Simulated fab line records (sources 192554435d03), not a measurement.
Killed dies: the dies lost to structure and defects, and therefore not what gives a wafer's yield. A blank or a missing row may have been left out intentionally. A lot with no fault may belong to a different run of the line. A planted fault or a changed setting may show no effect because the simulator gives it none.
fab line records | flow n5-finfet
record: lots: 7 | wafers: 39
route steps=1938 shown BEOL_M5@1157 BEOL_M6@1230 BEOL_M9@1440 BEOL_M10@1524 BEOL_M13@1692 BEOL_M15@1820
start-h: start of the lot's first displayed wafer, in hours after the record's first day | wait-h: time in hours since the lot's previous step | " same as the row above | L1.1+2: a row that stands for several wafers | - either no value or no given start | * or withheld: withheld | < > ~ a bound
route shown NAME@n: a module of which the file shows steps, and the number in the route of the first | usual: the fault-free wafers' mean and standard deviation | same: alike in all rows | chamber/n: place in a boat | sites: the reading at each site | _std_site: standard deviation across them | _edge_site: mean of outer sites minus mean of inner sites | radius-mm: for every site, how far away it sits from the centre of the wafer | mask NAME#n: copy n | behind: the last tool/chamber to shape the wafer | hold: cause of the lot's hold/its duration in hours/its outcome | device: the transistor (n, p or np) that didn't switch | end of line: tests of these same wafers at the route's end | where a step has no rows: the recipe by itself | killed: at the first sort, the dies lost to defects and structure; wafer yield is something else | map: the dies of a wafer, with x for killed, . for not killed, _ for no die there
set.NAME: the run value of the setting; set.NAME@STEP: its run value at that earlier step | model.NAME: the simulator's own value behind a step, which no gauge read
lots where settings were altered on purpose, with a table for each step and a row for each wafer
== steps ==
step: N5_BEOL_M5_VIA_ETCH_34
recipe: chemistry: C4F6/O2 | target: SiCOH_lowk | target-depth-a: 883 | mask-material: SOC | taper-deg: 4 | time-s: 39.2 | ion-energy-ev: 250 | pressure-mtorr: 30 | source-w: 345 | bias-w: 185 | Ar_flow_sccm: 300 | C4F6_flow_sccm: 10 | O2_flow_sccm: 10
lot.wafer | tool        | chamber | start-h | wait-h | set.target-depth-a | model.etch.depth-nm | model.SOC_of_BEOL_M5_COAT_65.thk-nm
L075.1    | rie-diel-06 | 3       | 179.89  | 0.0    | 883                | 87.47               | 56
L075.2    | "           | 1       | "       | "      | 883                | 85.74               | 56
L075.3    | "           | 2       | "       | "      | 883                | 85.87               | 56
L075.4    | "           | 0       | "       | "      | 883                | 88.5                | 55.8
L075.5    | "           | 0       | "       | "      | 883                | 88.04               | 56
L075.6    | "           | 1       | "       | "      | 883                | 86.96               | 56.2
L077.1    | rie-diel-02 | 3       | 188.32  | 0.0    | 883                | 87.56               | 55.8
L077.2    | "           | 2       | "       | "      | 883                | 86.92               | 55.8
L077.3    | "           | 0       | "       | "      | 469.7              | 46.04               | 57.8
L077.4    | "           | 1       | "       | "      | 469.7              | 46.55               | 57.8
L077.5    | "           | 0       | "       | "      | 883                | 86.67               | 56
L077.6    | "           | 1       | "       | "      | 469.7              | 46.48               | 57.8
L083.1    | rie-diel-02 | 1       | 223.63  | 0.0    | 705.5              | 69.91               | 56.8
L083.2    | "           | 3       | "       | "      | 883                | 88.68               | 55.8
L083.3    | "           | 0       | "       | "      | 883                | 87.74               | 55.8
L083.4    | "           | 3       | "       | "      | 705.5              | 70.93               | 56.8
L083.5    | "           | 0       | "       | "      | 883                | 88.07               | 56.2
L083.6    | "           | 1       | "       | "      | 705.5              | 69.63               | 56.8
L084.1    | rie-diel-06 | 0       | 238.17  | 0.0    | 883                | 87.52               | 55.8
L084.2    | "           | 2       | "       | "      | 883                | 90.29               | 55.6
L084.3    | "           | 1       | "       | "      | 717.8              | 70.45               | 56.6
L084.4    | "           | 3       | "       | "      | 717.8              | 70.56               | 56.6
L084.5    | "           | 0       | "       | "      | 883                | 87.35               | 56
L084.6    | "           | 3       | "       | "      | 717.8              | 70.87               | 56.6
L087.1    | rie-diel-05 | 0       | 246.42  | 0.0    | 1312               | 130.6               | 53.8
L087.2    | "           | 2       | "       | "      | 883                | 87.06               | 55.6
L087.3    | "           | 1       | "       | "      | 1312               | 129.5               | 53.8
L087.4    | "           | 3       | "       | "      | 883                | 85.78               | 56.2
L087.5    | "           | 3       | "       | "      | 1312               | 126.8               | 54
L087.6    | "           | 2       | "       | "      | 883                | 86.53               | 56
L090.1    | rie-diel-06 | 2       | 276.65  | 0.0    | 1343               | 136.3               | 53.4
L090.2    | "           | 0       | "       | "      | 883                | 87.65               | 55.8
L090.3    | "           | 1       | "       | "      | 883                | 86.21               | 56
L090.4    | "           | 3       | "       | "      | 1343               | 132.4               | 53.6
L090.5    | "           | 1       | "       | "      | 1343               | 131.1               | 53.8
L090.6    | "           | 0       | "       | "      | 883                | 87.71               | 55.6
L095.1    | rie-diel-05 | 1       | 313.63  | 0.0    | 883                | 87.86               | 56
L095.3    | "           | 3       | "       | "      | 883                | 85.69               | 56.2
L095.4    | "           | 0       | "       | "      | 883                | 87.2                | 56.4
step: N5_BEOL_M6_DESCUM_33
recipe: chemistry: O2 | time-s: 7 | source-power-w: 50 | bias-power-w: 20 | pressure-mtorr: 20 | rf-frequency-hz: 2.712e+07 | temp-c: 40 | resist: CAR-EUV | o2-flow-sccm: 225
lot.wafer        | tool        | chamber     | start-h | wait-h | set.time-s | model.CAR-EUV_of_BEOL_M6_COAT_22.thk-nm
L075.1+4+5       | rie-diel-03 | 0,2,1       | 193.74  | 0.0    | 9.234      | 25
L075.2+6         | "           | 3,2         | "       | "      | 7          | 26.2
L075.3           | "           | 1           | "       | "      | 7          | 26
L077.1+2+6       | rie-diel-03 | 0,1,1       | 200.44  | 0.0    | 7          | 26
L077.3+4+5       | "           | 3,2,0       | "       | "      | 7          | 26.2
L083.1           | rie-diel-04 | 3           | 237.46  | 0.0    | 7          | 26
L083.2+6         | "           | 1,0         | "       | "      | 7          | 25.8
L083.3+4+5       | "           | 0,1,3       | "       | "      | 9.379      | 24.8
L084.1+3+4       | rie-diel-04 | 3,2,1       | 252.96  | 0.0    | 7          | 26
L084.2+5+6       | "           | 0,0,1       | "       | "      | 10.96      | 24
L087.1+2+3+4+5+6 | rie-diel-03 | 2,0,3,0,3,2 | 257.82  | 0.2    | 7          | 26
L090.1+2         | rie-diel-01 | 3,2         | 291.18  | 0.5    | 7          | 26
L090.3+4+5+6     | "           | 1,0,0,1     | "       | "      | 7          | 26.2
L095.1           | rie-diel-03 | 1           | 327.41  | 0.5    | 7          | 26
L095.3+4         | "           | 2,3         | "       | "      | 7          | 26.2
step: N5_BEOL_M9_ETCH_66
recipe: chemistry: N2/H2 | target: SOC | target-depth-a: 800 | overetch-a: 160 | mask-material: SiARC | temp-c: 40 | time-s: 120 | ion-energy-ev: 200 | pressure-mtorr: 30 | source-w: 840 | bias-w: 150 | n2-flow-sccm: 200 | h2-flow-sccm: 200
lot.wafer    | tool        | chamber | start-h | wait-h | set.time-s | model.SiARC_of_BEOL_M9_COAT_64.thk-nm
L075.1       | rie-diel-05 | 3       | 216.15  | 0.0    | 120        | 6.6
L075.2+6     | "           | 0       | "       | "      | 120        | 6.4
L075.3+5     | "           | 2,1     | "       | "      | 172.9      | 4
L075.4       | "           | 1       | "       | "      | 172.9      | 3.8
L077.1+5     | rie-diel-06 | 1       | 222.97  | 0.0    | 120        | 6.6
L077.2+6     | "           | 3       | "       | "      | 184.8      | 3.6
L077.3       | "           | 0       | "       | "      | 120        | 6.4
L077.4       | "           | 0       | "       | "      | 184.8      | 3.4
L083.1+5     | rie-diel-02 | 1       | 260.23  | 0.0    | 148.1      | 5.2
L083.2       | "           | 2       | "       | "      | 148.1      | 5.4
L083.3+6     | "           | 3,0     | "       | "      | 120        | 6.4
L083.4       | "           | 0       | "       | "      | 120        | 6.6
L084.1+6     | rie-diel-05 | 0,1     | 281.03  | 0.0    | 120        | 6.4
L084.2+5     | "           | 3,2     | "       | "      | 173.3      | 4.2
L084.3       | "           | 2       | "       | "      | 120        | 6.6
L084.4       | "           | 1       | "       | "      | 173.3      | 4
L087.1+3+5+6 | rie-diel-05 | 2,3,3,2 | 290.51  | 0.0    | 120        | 6.6
L087.2+4     | "           | 0,1     | "       | "      | 120        | 6.4
L090.1+2     | rie-diel-06 | 3,0     | 323.86  | 0.0    | 120        | 6.4
L090.3       | "           | 1       | "       | "      | 184        | 3.6
L090.4+6     | "           | 2       | "       | "      | 184        | 3.2
L090.5       | "           | 1       | "       | "      | 120        | 6.6
L095.1+3     | rie-diel-06 | 3,2     | 349.41  | 0.0    | 120        | 6.4
L095.4       | "           | 2       | "       | "      | 120        | 6.2
step: N5_BEOL_M10_ALD_74
recipe: material: TaN | target-thk-a: 20 | temp-c: 275 | ald-precursor-family: PDMAT | ald-co-reactant: NH3 | pressure-torr: 3 | carrier-flow-sccm: 1500 | pulse-time-s: 2 | purge-time-s: 3 | co-reactant-purge-time-s: 2 | co-reactant-pulse-time-s: 3 | ald-cycles: 40 | precursor-vessel-temp-c: 75 | precursor-vessel-pressure-torr: 26.25 | precursor-vessel-carrier-sccm: 1000
lot.wafer        | tool         | chamber     | start-h | wait-h | set.ald-cycles | model.TaN_of_BEOL_M10_ALD_74.thk-nm
L075.1+5+6       | ald-metal-03 | 2,2,3       | 225.18  | 0.3    | 40             | 2
L075.2+3+4       | "            | 0,1,3       | "       | "      | 32             | 1.6
L077.1+2+4       | ald-metal-03 | 3,0,1       | 233.83  | 0.0    | 40             | 2
L077.3+6         | "            | 2,3         | "       | "      | 50             | 2.4
L077.5           | "            | 0           | "       | "      | 50             | 2.6
L083.1+3+5       | ald-metal-03 | 2,0,3       | 270.00  | 0.0    | 40             | 2
L083.2+4+6       | "            | 3,1,2       | "       | "      | 63             | 3.2
L084.1+2+3+4+5+6 | ald-metal-01 | 0,2,1,3,1,0 | 291.45  | 0.0    | 40             | 2
L087.1+2+3       | ald-metal-01 | 1,2,3       | 298.26  | 0.0    | 23             | 1.2
L087.4+5+6       | "            | 0,3,0       | "       | "      | 40             | 2
L090.1+2+6       | ald-metal-03 | 1,2,1       | 333.88  | 0.0    | 32             | 1.6
L090.3+4+5       | "            | 3,0,0       | "       | "      | 40             | 2
L095.1+3+4       | ald-metal-01 | 1,2,0       | 361.12  | 0.0    | 40             | 2
step: N5_BEOL_M13_DESCUM_33
recipe: chemistry: O2 | time-s: 7.9 | source-power-w: 50 | bias-power-w: 20 | pressure-mtorr: 20 | rf-frequency-hz: 2.712e+07 | temp-c: 40 | o2-flow-sccm: 225
lot.wafer  | tool        | chamber | start-h | wait-h | set.time-s | model.coat_of_BEOL_M13_COAT_22.thk-nm
L075.1+4   | rie-diel-06 | 0,1     | 253.65  | 0.0    | 11.22      | 281.4
L075.2     | "           | 3       | "       | "      | 7.9        | 284.2
L075.3     | "           | 2       | "       | "      | 7.9        | 283.8
L075.5     | "           | 2       | "       | "      | 7.9        | 284.6
L075.6     | "           | 3       | "       | "      | 11.22      | 282.4
L077.1     | rie-diel-05 | 1       | 256.75  | 0.0    | 7.9        | 284
L077.2     | "           | 0       | "       | "      | 4.794      | 284.4
L077.3     | "           | 3       | "       | "      | 4.794      | 285.4
L077.4     | "           | 2       | "       | "      | 4.794      | 284.6
L077.5     | "           | 0       | "       | "      | 7.9        | 282.4
L077.6     | "           | 3       | "       | "      | 7.9        | 283.6
L083.1     | rie-diel-05 | 2       | 285.46  | 0.0    | 11.43      | 281.2
L083.2     | "           | 3       | "       | "      | 7.9        | 283.2
L083.3     | "           | 1       | "       | "      | 7.9        | 283.4
L083.4     | "           | 0       | "       | "      | 7.9        | 282.8
L083.5     | "           | 3       | "       | "      | 11.43      | 281.6
L083.6     | "           | 0       | "       | "      | 11.43      | 281.4
L084.1     | rie-diel-05 | 3       | 308.02  | 0.0    | 5.256      | 284.4
L084.2     | "           | 1       | "       | "      | 7.9        | 283.6
L084.3     | "           | 0       | "       | "      | 7.9        | 283.2
L084.4     | "           | 0       | "       | "      | 5.256      | 284.6
L084.5     | "           | 3       | "       | "      | 5.256      | 285
L084.6     | "           | 1       | "       | "      | 7.9        | 284.2
L087.1     | rie-diel-05 | 3       | 314.56  | 0.3    | 7.9        | 282.8
L087.2     | "           | 1       | "       | "      | 9.685      | 282.2
L087.3+4   | "           | 0,1     | "       | "      | 9.685      | 282.8
L087.5     | "           | 3       | "       | "      | 7.9        | 283
L087.6     | "           | 0       | "       | "      | 7.9        | 283.2
L090.1     | rie-diel-02 | 0       | 348.22  | 0.1    | 7.9        | 281.6
L090.2     | "           | 3       | "       | "      | 7.9        | 282.2
L090.3+5+6 | "           | 1,0,1   | "       | "      | 4.419      | 284.4
L090.4     | "           | 2       | "       | "      | 7.9        | 283
L095.1+3   | rie-diel-02 | 2,3     | 378.82  | 0.0    | 7.9        | 282.6
L095.4     | "           | 2       | "       | "      | 7.9        | 281.8
step: N5_BEOL_M13_ETCH_67
recipe: chemistry: CF4 | target: SiARC | target-depth-a: 1430 | time-s: 238.3 | ion-energy-ev: 80 | pressure-mtorr: 40 | source-w: 545 | bias-w: 36 | Ar_flow_sccm: 100 | cf4-flow-sccm: 100 | ends: cleared
lot.wafer | tool        | chamber | start-h | wait-h | set.time-s@BEOL_M13_DESCUM_33 | model.coat_of_BEOL_M13_COAT_22.thk-nm
L075.1    | rie-diel-06 | 0       | 253.69  | 0.0    | 11.22                         | 209.6
L075.2    | "           | 3       | "       | "      | 7.9                           | 212.6
L075.3    | "           | 2       | "       | "      | 7.9                           | 212
L075.4    | "           | 1       | "       | "      | 11.22                         | 209.4
L075.5    | "           | 2       | "       | "      | 7.9                           | 213
L075.6    | "           | 3       | "       | "      | 11.22                         | 210.4
L077.1    | rie-diel-05 | 1       | 256.78  | 0.0    | 7.9                           | 212.4
L077.2    | "           | 0       | "       | "      | 4.794                         | 212.6
L077.3    | "           | 3       | "       | "      | 4.794                         | 214
L077.4    | "           | 2       | "       | "      | 4.794                         | 212.8
L077.5    | "           | 0       | "       | "      | 7.9                           | 210.8
L077.6    | "           | 3       | "       | "      | 7.9                           | 212
L083.1    | rie-diel-05 | 2       | 285.50  | 0.0    | 11.43                         | 209.6
L083.2    | "           | 3       | "       | "      | 7.9                           | 211.6
L083.3    | "           | 1       | "       | "      | 7.9                           | 212
L083.4    | "           | 0       | "       | "      | 7.9                           | 211.4
L083.5+6  | "           | 3,0     | "       | "      | 11.43                         | 210
L084.1    | rie-diel-05 | 3       | 308.05  | 0.0    | 5.256                         | 212.8
L084.2    | "           | 1       | "       | "      | 7.9                           | 212.2
L084.3    | "           | 0       | "       | "      | 7.9                           | 211.6
L084.4    | "           | 0       | "       | "      | 5.256                         | 213.2
L084.5    | "           | 3       | "       | "      | 5.256                         | 213.4
L084.6    | "           | 1       | "       | "      | 7.9                           | 212.4
L087.1    | rie-diel-05 | 3       | 314.59  | 0.0    | 7.9                           | 211.4
L087.2    | "           | 1       | "       | "      | 9.685                         | 211
L087.3    | "           | 0       | "       | "      | 9.685                         | 211.2
L087.4    | "           | 1       | "       | "      | 9.685                         | 211.4
L087.5    | "           | 3       | "       | "      | 7.9                           | 211.8
L087.6    | "           | 0       | "       | "      | 7.9                           | 212
L090.1    | rie-diel-02 | 0       | 348.26  | 0.0    | 7.9                           | 210
L090.2    | "           | 3       | "       | "      | 7.9                           | 210.6
L090.3+5  | "           | 1,0     | "       | "      | 4.419                         | 212.8
L090.4    | "           | 2       | "       | "      | 7.9                           | 211.6
L090.6    | "           | 1       | "       | "      | 4.419                         | 212.6
L095.1    | rie-diel-02 | 2       | 378.85  | 0.0    | 7.9                           | 211
L095.3    | "           | 3       | "       | "      | 7.9                           | 211.4
L095.4    | "           | 2       | "       | "      | 7.9                           | 210.2
step: N5_BEOL_M15_SPUTTER_44
recipe: material: Ta | target-thk-a: 150 | temp-c: 50 | bias-v: 80 | power-w: 15000 | chamber-pressure-pa: 0.07 | time-s: 24.19
lot.wafer    | tool           | chamber | start-h | wait-h | set.target-thk-a | model.Ta_of_BEOL_M15_SPUTTER_44.thk-nm
L075.1+3+4   | pvd-sputter-01 | -       | 269.84  | 0.0    | 150              | 14.8
L075.2+5+6   | "              | -       | "       | "      | 95.88            | 9.4
L077.1+2     | pvd-sputter-03 | -       | 270.34  | 0.0    | 179.6            | 17.8
L077.3       | "              | -       | "       | "      | 179.6            | 18
L077.4       | "              | -       | "       | "      | 150              | 14.8
L077.5+6     | "              | -       | "       | "      | 150              | 15
L083.1+3     | pvd-sputter-02 | -       | 305.23  | 0.0    | 150              | 15
L083.2       | "              | -       | "       | "      | 150              | 15.2
L083.4+6     | "              | -       | "       | "      | 83.92            | 8.6
L083.5       | "              | -       | "       | "      | 83.92            | 8.4
L084.1+2+4+5 | pvd-sputter-03 | -       | 325.13  | 0.0    | 150              | 14.8
L084.3+6     | "              | -       | "       | "      | 150              | 15
L087.1+5     | pvd-sputter-01 | -       | 338.16  | 0.0    | 150              | 14.8
L087.2+3     | "              | -       | "       | "      | 124.1            | 12.2
L087.4       | "              | -       | "       | "      | 150              | 15
L087.6       | "              | -       | "       | "      | 124.1            | 12.4
L090.1       | pvd-sputter-01 | -       | 365.31  | 0.0    | 182.1            | 18
L090.2+5     | "              | -       | "       | "      | 150              | 14.8
L090.3+4     | "              | -       | "       | "      | 182.1            | 18.2
L090.6       | "              | -       | "       | "      | 150              | 15
L095.1+4     | pvd-sputter-01 | -       | 389.31  | 0.0    | 150              | 15
L095.3       | "              | -       | "       | "      | 150              | 14.8
step: N5_BEOL_M15_SPUTTER_45
recipe: material: Cu | target-thk-a: 1000 | temp-c: -20 | bias-v: 60 | power-w: 26000 | chamber-pressure-pa: 0.13 | time-s: 16.67
step: N5_BEOL_M15_ECD_47
recipe: material: Cu | target-thk-a: 18600
step: N5_BEOL_M15_ANNEAL_48
recipe: temp-c: 225 | time-s: 90 | ambient: N2
step: N5_BEOL_M15_CMP_49
recipe: stop-on: SiO2 | t-overpolish-s: 4.9 | down-force-psi: 2 | platen-rpm: 80 | clearing-platen-down-force-psi: 2 | clearing-platen-rpm: 80 | post-cmp-clean: cu-alkaline | target-thk-nm: 850 | clearing-platen-pad-velocity-m-s: 1.5917 | pad-velocity-m-s: 1.5917
usual: barrier-field-endpoint-s: 11.49/0.26
lot.wafer | tool   | chamber | start-h | wait-h | set.target-thk-a@BEOL_M15_SPUTTER_44 | barrier-field-endpoint-s
L075.3    | cmp-01 | 1       | 270.57  | 0.2    | 150                                  | 11.16
L075.1    | "      | 2       | "       | "      | 150                                  | 11.61
L075.4    | "      | 3       | "       | "      | 150                                  | 11.14
L075.2    | "      | 0       | "       | "      | 95.88                                | 9.30
L075.6    | "      | 1       | "       | "      | 95.88                                | 9.09
L075.5    | "      | 2       | "       | "      | 95.88                                | 9.23
L077.4    | cmp-04 | 0       | 271.40  | 0.1    | 150                                  | 11.18
L077.1    | "      | 1       | "       | "      | 179.6                                | 12.16
L077.3    | "      | 2       | "       | "      | 179.6                                | 12.23
L077.2    | "      | 3       | "       | "      | 179.6                                | 12.15
L077.6    | "      | 0       | "       | "      | 150                                  | 11.34
L077.5    | "      | 1       | "       | "      | 150                                  | 11.28
L083.2    | cmp-01 | 1       | 305.97  | 0.2    | 150                                  | 11.58
L083.3    | "      | 2       | "       | "      | 150                                  | 11.80
L083.4    | "      | 3       | "       | "      | 83.92                                | 8.99
L083.1    | "      | 0       | "       | "      | 150                                  | 11.38
L083.5    | "      | 1       | "       | "      | 83.92                                | 8.86
L083.6    | "      | 2       | "       | "      | 83.92                                | 8.94
L084.1    | cmp-04 | 3       | 326.05  | 0.3    | 150                                  | 11.12
L084.3    | "      | 0       | "       | "      | 150                                  | 11.30
L084.4    | "      | 1       | "       | "      | 150                                  | 11.15
L084.2    | "      | 2       | "       | "      | 150                                  | 11.12
L084.5    | "      | 3       | "       | "      | 150                                  | 11.05
L084.6    | "      | 0       | "       | "      | 150                                  | 11.31
L087.3    | cmp-01 | 3       | 338.92  | 0.2    | 124.1                                | 10.65
L087.2    | "      | 0       | "       | "      | 124.1                                | 10.84
L087.4    | "      | 1       | "       | "      | 150                                  | 11.86
L087.1    | "      | 2       | "       | "      | 150                                  | 11.88
L087.5    | "      | 3       | "       | "      | 150                                  | 11.72
L087.6    | "      | 0       | "       | "      | 124.1                                | 10.65
L090.4    | cmp-01 | 2       | 366.16  | 0.1    | 182.1                                | 12.46
L090.1    | "      | 3       | "       | "      | 182.1                                | 12.71
L090.2    | "      | 0       | "       | "      | 150                                  | 11.38
L090.3    | "      | 1       | "       | "      | 182.1                                | 12.58
L090.5    | "      | 2       | "       | "      | 150                                  | 11.48
L090.6    | "      | 3       | "       | "      | 150                                  | 11.47
L095.3    | cmp-04 | 2       | 390.83  | 0.2    | 150                                  | 11.07
L095.1    | "      | 3       | "       | "      | 150                                  | 11.24
L095.4    | "      | 0       | "       | "      | 150                                  | 11.40
== key ==
split: step: N5_BEOL_M5_VIA_ETCH_34 | setting: target-depth-a | stated: 883 | by: wafer
response: step: N5_BEOL_M5_VIA_ETCH_34 | reading: model.etch.depth-nm | change: +0.881 | per: 1% | r: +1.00
response: step: N5_BEOL_M5_VIA_ETCH_34 | reading: model.SOC_of_BEOL_M5_COAT_65.thk-nm | change: -0.0421 | per: 1% | r: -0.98
split: step: N5_BEOL_M6_DESCUM_33 | setting: time-s | stated: 7 | by: wafer
response: step: N5_BEOL_M6_DESCUM_33 | reading: model.CAR-EUV_of_BEOL_M6_COAT_22.thk-nm | change: -0.0345 | per: 1% | r: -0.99
split: step: N5_BEOL_M9_ETCH_66 | setting: time-s | stated: 120 | by: wafer
response: step: N5_BEOL_M9_ETCH_66 | reading: model.SiARC_of_BEOL_M9_COAT_64.thk-nm | change: -0.056 | per: 1% | r: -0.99
split: step: N5_BEOL_M10_ALD_74 | setting: ald-cycles | stated: 40 | by: wafer
response: step: N5_BEOL_M10_ALD_74 | reading: model.TaN_of_BEOL_M10_ALD_74.thk-nm | change: +0.02 | per: 1% | r: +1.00
split: step: N5_BEOL_M13_DESCUM_33 | setting: time-s | stated: 7.9 | by: wafer
response: step: N5_BEOL_M13_DESCUM_33 | reading: model.coat_of_BEOL_M13_COAT_22.thk-nm | change: -0.0423 | per: 1% | r: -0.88
response: step: N5_BEOL_M13_ETCH_67 | reading: model.coat_of_BEOL_M13_COAT_22.thk-nm | change: -0.0435 | per: 1% | r: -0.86
split: step: N5_BEOL_M15_SPUTTER_44 | setting: target-thk-a | stated: 150 | by: wafer
response: step: N5_BEOL_M15_SPUTTER_44 | reading: model.Ta_of_BEOL_M15_SPUTTER_44.thk-nm | change: +0.149 | per: 1% | r: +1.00
response: step: N5_BEOL_M15_CMP_49 | reading: barrier-field-endpoint-s | change: +0.0579 | per: 1% | r: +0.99
